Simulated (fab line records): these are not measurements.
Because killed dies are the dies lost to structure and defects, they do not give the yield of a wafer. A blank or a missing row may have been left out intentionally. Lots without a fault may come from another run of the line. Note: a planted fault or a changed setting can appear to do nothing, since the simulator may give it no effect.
fab line records	flow nandHarc
[record] lots = 15	wafers = 44	lastDay = 32
route steps=1302 shown A_STAIRCASE@667
lots untouched by any fault: they come from a run of this same line in which no faults occurred
startH: hours from the record's opening day to when the first of the lot's shown wafers began	waitH: time in hours since the lot's previous step	" unchanged from the row above	L1.1+2: several wafers, shown together as one row	- value missing, or start not given	* or withheld: withheld	< > ~ a bound
route shown NAME@n: a module of which the file shows steps, and the number in the route of the first	usual: mean and standard deviation over wafers with no fault	same: alike in all rows	chamber/n: place in a boat	sites: readings site by site	_std_site: standard deviation across them	_edge_site: the outer-site mean with the inner-site mean subtracted	radiusMm: how far each site lies from the wafer's centre	mask NAME#n: copy n	behind: the tool/chamber that last shaped the wafer	hold: reason for holding the lot/hours on hold/outcome of the hold	device: whichever transistor did not switch (one of n, p or np)	end of line: the tests these same wafers got at the end of their route	a step with no rows: only its recipe	killed: at the first sort, the dies lost to defects and structure; wafer yield is something else	map: dies across one wafer; x = killed, . = not, _ = none there
set.NAME: the run value of the setting; set.NAME@STEP: its run value at that earlier step	model.NAME: the simulator's own value behind a step, which no gauge read
the route's steps for a sample of lots (tables are steps, rows are wafers)
services: when a tool's chamber went out of use (startH, in hours from the record's first day, below 0 if earlier), for how many hours, and the reason
[[steps]]
[step NHARC_A_STAIRCASE_DESCUM_11]
[recipe] timeS = 3	o2FlowSccm = 200	arFlowSccm = 0	biasPowerW = 0	chemistry = O2
[usual] drypumpMotorCurrentA = 5.9/0.49	oesProductAu = 1.000/0.0099	rfVppV = 57.9/1	showerheadPlenumPTorr = 1.96/0.11	throttleValvePct = 11.311/0.0094
lot.wafer	tool	chamber	startH	waitH	drypumpMotorCurrentA	oesProductAu	rfHoursCounterH	rfVppV	showerheadPlenumPTorr	throttleValvePct
L731.1	rieDiel-03	1	346.76	-	6.1	1.010	19	59.1	1.78	11.297
L731.2	"	3	"	"	6.7	0.993	18	58.5	2.07	11.301
L731.3	"	0	"	"	5.7	1.010	14	56.5	1.79	11.300
L730.1	rieDiel-05	1	353.04	-	5.5	1.013	39	55.4	1.82	11.329
L730.3	"	2	"	"	6.2	1.006	39	57.8	2.06	11.305
L730.4	"	2	"	"	6.2	1.006	-	59.6	2.06	11.323
L735.3	rieDiel-03	0	394.06	-	5.7	0.999	30	58.1	1.79	11.313
L735.2	"	2	"	"	6.1	1.003	11	57.6	2.06	11.317
L735.5	"	0	"	"	5.7	0.996	-	59.0	1.79	11.298
L734.3	rieDiel-03	0	394.33	-	5.7	1.022	30	58.7	1.79	11.313
L734.4	"	1	"	"	6.1	1.000	35	57.1	1.78	11.298
L734.6	"	2	"	"	6.0	1.015	-	57.2	2.06	11.319
L737.2	rieDiel-05	3	416.81	-	5.3	1.002	0	57.9	1.94	11.301
L737.1	"	0	"	"	4.7	0.994	1	56.6	1.96	11.317
L737.5	"	2	"	"	6.2	0.985	-	57.3	2.06	11.326
L736.1	rieDiel-07	0	420.46	-	6.0	0.998	44	56.3	1.99	11.313
L736.3	"	1	"	"	5.8	1.006	47	57.4	2.06	11.316
L736.6	"	2	"	"	5.7	1.007	-	58.1	1.78	11.311
L740.4	rieDiel-07	2	458.90	-	5.7	1.001	58	57.0	1.78	11.314
L740.6	"	3	"	"	6.2	1.000	-	58.2	1.97	11.312
L740.5	"	0	"	"	5.9	0.994	-	57.9	1.98	11.319
L741.1	rieDiel-03	3	472.53	-	6.6	1.018	4	58.3	2.06	11.324
L741.4	"	1	"	"	6.1	1.004	3	57.9	2.08	11.309
L741.6	"	0	"	"	5.7	1.015	-	56.8	1.78	11.296
L742.3	rieDiel-03	2	478.89	-	6.0	1.011	4	57.5	2.04	11.311
L742.1	"	3	"	"	6.6	1.013	6	59.7	2.06	11.305
L742.6	"	2	"	"	6.0	1.000	-	57.7	2.04	11.304
L743.4	rieDiel-03	3	485.57	-	6.6	1.007	9	58.2	2.06	11.308
L743.2	"	0	"	"	5.7	1.013	9	58.9	1.78	11.324
L743.5	"	2	"	"	6.1	1.011	-	59.1	2.04	11.309
L744.4	rieDiel-05	1	495.68	-	5.5	0.996	19	57.9	1.81	11.316
L744.3	"	2	"	"	6.2	0.986	24	58.5	2.05	11.297
L744.5	"	3	"	"	5.3	0.986	-	58.9	1.93	11.309
L748.1	rieDiel-05	1	522.14	-	5.5	1.006	34	57.1	1.81	11.323
L748.4	"	2	"	"	6.2	0.987	38	57.9	2.04	11.316
L748.5	"	3	"	"	5.3	0.998	-	58.1	1.93	11.322
L747.2	rieDiel-05	2	523.36	-	6.2	0.978	38	57.8	2.04	11.287
L747.4	"	1	"	"	5.5	0.996	35	57.3	1.81	11.298
L747.5	"	3	"	"	5.3	0.998	-	56.4	1.93	11.318
L750.1	rieDiel-05	1	563.01	-	5.5	0.992	44	57.8	1.81	11.327
L750.4	"	2	"	"	6.2	0.989	48	59.5	2.04	11.313
L753.3	rieDiel-03	2	570.46	-	6.0	1.008	30	57.0	2.04	11.299
L753.4	"	2	"	"	6.1	1.011	-	57.4	2.04	11.308
L753.6	"	3	"	"	6.6	1.008	-	57.8	2.05	11.316
[step NHARC_A_STAIRCASE_TRIM_18]
[recipe] timeS = 211.2	o2FlowSccm = 500	arFlowSccm = 0	biasW = 0	chemistry = O2
[usual] drypumpMotorCurrentA = 5.9/0.49	oesProductAu = 1.000/0.0089	rfVppV = 57.9/1.1	showerheadPlenumPTorr = 3.60/0.2	throttleValvePct = 17.036/0.009
lot.wafer	tool	chamber	startH	waitH	drypumpMotorCurrentA	oesProductAu	rfHoursCounterH	rfVppV	showerheadPlenumPTorr	throttleValvePct
L731.3	rieDiel-03	1	347.86	-	6.1	1.004	20	56.6	3.30	17.033
L731.1	"	3	"	"	6.6	0.986	19	56.5	3.80	17.040
L731.2	"	0	"	"	5.7	1.009	15	58.2	3.32	17.036
L730.1	rieDiel-05	1	354.18	-	5.5	1.011	40	56.7	3.38	17.020
L730.3	"	2	"	"	6.2	0.999	40	59.4	3.78	17.039
L730.4	"	2	"	"	6.2	1.008	-	58.8	3.78	17.036
L735.3	rieDiel-03	1	395.02	-	6.1	1.001	36	57.4	3.29	17.039
L735.2	"	3	"	"	6.6	0.997	35	58.1	3.79	17.030
L735.5	"	2	"	"	6.1	1.017	-	58.1	3.77	17.024
L734.3	rieDiel-03	3	395.22	-	6.7	1.008	35	57.2	3.79	17.044
L734.4	"	1	"	"	6.1	1.004	36	57.6	3.29	17.048
L734.6	"	3	"	"	6.7	0.992	-	58.9	3.79	17.038
L737.1	rieDiel-05	2	418.42	-	6.2	0.983	2	59.0	3.77	17.019
L737.2	"	0	"	"	4.7	0.985	2	57.2	3.61	17.044
L737.5	"	2	"	"	6.2	0.984	-	60.0	3.77	17.025
L736.1	rieDiel-07	0	421.63	-	6.0	0.994	45	58.3	3.66	17.037
L736.3	"	1	"	"	5.8	1.010	48	58.1	3.78	17.029
L736.6	"	1	"	"	5.8	0.997	-	57.2	3.78	17.036
L740.4	rieDiel-07	0	459.98	-	6.0	0.989	55	58.0	3.65	17.033
L740.6	"	2	"	"	5.8	1.004	-	55.9	3.30	17.018
L740.5	"	3	"	"	6.2	0.987	-	59.0	3.63	17.031
L741.1	rieDiel-03	2	473.66	-	6.1	1.012	3	59.8	3.75	17.044
L741.4	"	0	"	"	5.7	1.007	5	57.7	3.30	17.028
L741.6	"	3	"	"	6.6	1.008	-	57.3	3.78	17.052
L742.3	rieDiel-03	2	479.81	-	6.1	0.999	5	58.5	3.75	17.047
L742.1	"	0	"	"	5.7	1.010	7	56.4	3.30	17.031
L742.6	"	0	"	"	5.7	1.014	-	57.4	3.30	17.024
L743.2	rieDiel-03	2	486.33	-	6.0	1.010	7	58.8	3.75	17.023
L743.4	"	3	"	"	6.6	1.003	9	59.8	3.77	17.038
L743.5	"	3	"	"	6.7	1.008	-	58.4	3.77	17.033
L744.4	rieDiel-05	0	496.47	-	4.7	1.009	25	57.0	3.59	17.057
L744.3	"	1	"	"	5.5	1.015	20	58.3	3.36	17.036
L744.5	"	2	"	"	6.2	1.000	-	58.3	3.76	17.024
L748.4	rieDiel-05	0	522.90	-	4.7	1.192	37	56.6	3.59	17.031
L748.1	"	1	"	"	5.5	0.992	35	57.1	3.35	17.045
L748.5	"	1	"	"	5.5	0.993	-	58.3	3.35	17.033
L747.2	rieDiel-05	0	524.16	-	4.7	1.000	38	57.9	3.59	17.059
L747.4	"	2	"	"	6.2	1.172	39	59.4	3.75	17.043
L747.5	"	0	"	"	4.7	0.994	-	57.8	3.59	17.052
L750.4	rieDiel-05	1	563.79	-	5.5	1.183	45	56.6	3.34	17.043
L750.1	"	3	"	"	5.3	1.007	48	58.1	3.55	17.037
L753.3	rieDiel-03	3	571.66	-	6.6	1.005	35	58.8	3.76	17.034
L753.4	"	3	"	"	6.6	1.005	-	57.7	3.76	17.040
L753.6	"	1	"	"	6.1	0.999	-	60.1	3.79	17.045
[step NHARC_A_STAIRCASE_TRIM_20]
[recipe] timeS = 211.2	o2FlowSccm = 500	arFlowSccm = 0	biasW = 0	chemistry = O2
[usual] drypumpMotorCurrentA = 5.9/0.43	oesProductAu = 0.998/0.0092	rfVppV = 57.9/0.9	showerheadPlenumPTorr = 3.58/0.19	throttleValvePct = 17.035/0.0092
lot.wafer	tool	chamber	startH	waitH	drypumpMotorCurrentA	oesProductAu	rfHoursCounterH	rfVppV	showerheadPlenumPTorr	throttleValvePct
L731.3	rieDiel-03	3	348.23	0.1	6.6	0.971	19	58.4	3.80	17.033
L731.1	"	0	"	"	5.6	1.009	15	56.5	3.32	17.042
L731.2	"	1	"	"	6.1	1.005	20	56.6	3.30	17.037
L730.3	rieDiel-03	0	354.55	0.1	5.7	1.000	17	57.8	3.32	17.027
L730.1	"	3	"	"	6.6	0.980	22	56.9	3.80	17.040
L730.4	"	0	"	"	5.6	0.999	-	56.9	3.32	17.028
L735.3	rieDiel-07	0	395.35	0.1	5.9	1.000	36	57.4	3.66	17.025
L735.2	"	3	"	"	6.1	0.983	25	56.9	3.64	17.037
L735.5	"	0	"	"	5.9	0.989	-	59.2	3.66	17.030
L734.4	rieDiel-03	3	395.55	0.1	6.6	0.997	35	57.5	3.79	17.048
L734.3	"	1	"	"	6.1	1.006	36	56.0	3.29	17.028
L734.6	"	3	"	"	6.7	1.002	-	58.6	3.79	17.030
L737.2	rieDiel-05	1	418.73	0.1	5.5	0.992	2	57.5	3.37	17.021
L737.1	"	2	"	"	6.2	0.996	2	57.4	3.77	17.027
L737.5	"	2	"	"	6.2	0.985	-	59.6	3.77	17.045
L736.1	rieDiel-03	1	421.99	0.1	6.1	0.997	47	56.9	3.28	17.034
L736.3	"	1	"	"	6.1	1.010	-	57.2	3.28	17.030
L736.6	"	2	"	"	6.1	1.012	-	56.8	3.77	17.013
L740.4	rieDiel-07	3	460.47	0.2	6.1	0.990	40	58.1	3.63	17.046
L740.6	"	1	"	"	5.8	1.008	-	57.9	3.77	17.030
L740.5	"	2	"	"	5.7	0.993	-	56.9	3.30	17.027
L741.1	rieDiel-03	1	474.03	0.1	6.1	0.992	3	58.9	3.81	17.034
L741.4	"	3	"	"	6.7	1.007	5	58.1	3.77	17.040
L741.6	"	0	"	"	5.7	1.007	-	56.5	3.30	17.038
L742.1	rieDiel-07	3	480.33	0.1	6.1	0.986	0	57.9	3.62	17.037
L742.3	"	0	"	"	6.0	0.998	0	58.1	3.65	17.027
L742.6	"	3	"	"	6.1	0.998	-	57.9	3.62	17.023
L743.4	rieDiel-05	0	486.66	0.1	4.7	1.015	23	57.9	3.59	17.032
L743.2	"	1	"	"	5.5	0.999	18	57.8	3.36	17.043
L743.5	"	0	"	"	4.7	1.006	-	58.6	3.59	17.029
L744.4	rieDiel-05	0	496.77	0.1	4.7	1.007	25	57.6	3.59	17.042
L744.3	"	3	"	"	5.3	0.988	24	57.8	3.56	17.043
L744.5	"	0	"	"	4.7	1.010	-	58.2	3.59	17.058
L748.1	rieDiel-07	3	523.28	0.1	6.1	0.999	15	59.0	3.62	17.039
L748.4	"	0	"	"	5.9	0.990	12	57.8	3.64	17.028
L748.5	"	1	"	"	5.8	1.003	-	59.2	3.76	17.013
L747.4	rieDiel-05	2	524.50	0.1	6.2	0.985	39	57.3	3.75	17.027
L747.2	"	3	"	"	5.3	1.001	36	58.1	3.55	17.032
L747.5	"	2	"	"	6.2	0.981	-	58.9	3.75	17.027
L750.4	rieDiel-07	3	564.10	0.1	6.1	1.016	32	58.2	3.61	17.033
L750.1	"	1	"	"	5.8	0.999	31	58.7	3.75	17.032
L753.3	rieDiel-07	3	572.03	0.1	6.1	0.994	37	58.6	3.60	17.040
L753.4	"	0	"	"	5.9	0.986	33	58.1	3.63	17.029
L753.6	"	2	"	"	5.7	1.002	-	57.6	3.28	17.031
[step NHARC_A_STAIRCASE_ETCH_21]
[recipe] targetDepthA = 1000	timeS = 40.5	ionEnergyEv = 400	c4f8FlowSccm = 20	o2FlowSccm = 10	arFlowSccm = withheld	rfW = 600	biasW = 1000	chemistry = C4F8/O2
[usual] oesProductAu = 0.954/0.015	rfVppV = 898/7.2
lot.wafer	tool	chamber	startH	waitH	oesProductAu	rfHoursCounterH	rfVppV
L731.3	rieDiel-03	1	-	-	0.948	21	888
L731.1	"	3	"	"	0.937	19	904
L731.2	"	0	"	"	0.945	15	890
L730.3	rieDiel-03	1	-	-	0.956	23	887
L730.1	"	0	"	"	0.962	18	888
L730.4	"	1	"	"	0.956	-	887
L735.2	rieDiel-07	2	-	-	0.967	36	888
L735.3	"	3	"	"	0.961	25	901
L735.5	"	1	"	"	0.968	-	904
L734.3	rieDiel-03	2	-	-	0.968	12	903
L734.4	"	3	"	"	0.943	35	904
L734.6	"	3	"	"	0.941	-	906
L737.2	rieDiel-05	3	-	-	0.940	2	898
L737.1	"	0	"	"	0.935	2	899
L737.5	"	2	"	"	0.925	-	905
L736.1	rieDiel-03	2	422.33	0.3	0.960	23	905
L736.3	"	2	"	"	0.959	-	906
L736.6	"	2	"	"	0.963	-	905
L740.4	rieDiel-07	2	-	-	0.929	59	886
L740.5	"	3	"	"	0.940	-	900
L740.6	"	0	"	"	0.923	-	901
L741.1	rieDiel-03	0	-	-	0.949	5	887
L741.4	"	2	"	"	0.965	4	904
L741.6	"	0	"	"	0.959	-	886
L742.3	rieDiel-07	1	-	-	0.996	0	904
L742.1	"	2	"	"	0.962	0	886
L742.6	"	0	"	"	0.969	-	901
L743.2	rieDiel-05	0	-	-	0.968	23	897
L743.4	"	2	"	"	0.974	23	905
L743.5	"	0	"	"	0.967	-	898
L744.3	rieDiel-05	0	-	-	0.942	25	899
L744.4	"	3	"	"	0.949	24	897
L744.5	"	1	"	"	0.952	-	891
L748.1	rieDiel-07	1	-	-	0.969	18	903
L748.4	"	2	"	"	0.956	15	888
L748.5	"	0	"	"	0.982	-	900
L747.4	rieDiel-05	1	-	-	0.958	35	890
L747.2	"	3	"	"	0.946	36	897
L747.5	"	1	"	"	0.955	-	889
L750.1	rieDiel-07	0	-	-	0.966	28	899
L750.4	"	2	"	"	0.974	29	885
L753.3	rieDiel-07	1	-	-	0.976	35	904
L753.4	"	3	"	"	0.960	37	899
L753.6	"	1	"	"	0.977	-	904
[[services]]
tool	chamber	startH	hours	kind
rieDiel-03	0	331.94	9.6	repair
rieDiel-05	-	333.91	2.4	repair
rieDiel-03	1	339.50	-	clean
rieDiel-03	2	339.50	-	clean
rieDiel-05	3	339.88	1.6	repair
rieDiel-07	1	348.32	7.1	repair
rieDiel-07	3	350.71	6.8	repair
rieDiel-05	0	352.29	2.8	repair
rieDiel-05	2	371.79	6.8	repair
rieDiel-07	0	395.55	6.7	repair
rieDiel-05	-	406.75	9.0	pm
rieDiel-03	3	414.78	10.4	repair
rieDiel-07	3	415.93	18.2	repair
rieDiel-03	-	458.30	9.0	pm
rieDiel-05	-	466.57	7.1	repair
rieDiel-07	-	471.20	9.0	pm
rieDiel-03	1	477.21	2.8	repair
rieDiel-03	0	492.39	3.5	repair
rieDiel-07	0	497.96	6.9	repair
rieDiel-05	1	535.89	5.3	repair
rieDiel-03	-	537.05	0.6	repair
rieDiel-05	0	553.50	2.5	repair
rieDiel-07	2	560.00	1.7	repair
rieDiel-03	0	568.97	94.2	repair
[[key]]
[firstSign] step = NHARC_A_STAIRCASE_TRIM_18	reading = oesProductAu	direction = up	sigmas = 20	usual = 1.000	struck = 1.182
effect none on later readings
metAt NHARC_A_STAIRCASE_TRIM_18
struckLots L747,L748,L750
struckWafers L747.4,L748.4,L750.4
laterRowsLeftOut L747.4,L748.4,L750.4
sortLeftOut L747.4,L748.4,L750.4
testerLeftOut L747,L748,L750
notActingAt NHARC_A_STAIRCASE_DESCUM_11,NHARC_A_STAIRCASE_TRIM_20,NHARC_A_STAIRCASE_ETCH_21
onsetBetween 496.47 522.90
[fault] kind = processParameterDrift	tool = rieDiel-05	chamber = -	onsetH = 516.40	steps = NHARC_A_STAIRCASE_TRIM_18	channel = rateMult	offset = 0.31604	shape = step	endH = 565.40	scope = struckWafersOnly
// testerLeftOut: of these lots the tester's yield and bins aren't shown, on N5 and GAA mostly nor the transistor test; their killed dies are dies lost to structure and defects alone, not to doping, threshold or leakage, so they don't give the yield
// sortLeftOut: the simulated sort isn't trusted on such a fault, so these wafers' sort isn't shown, and their yield isn't known
// laterRowsLeftOut: the simulator's readings of these wafers behind a module that went badly wrong aren't trusted and aren't shown, but for the sort
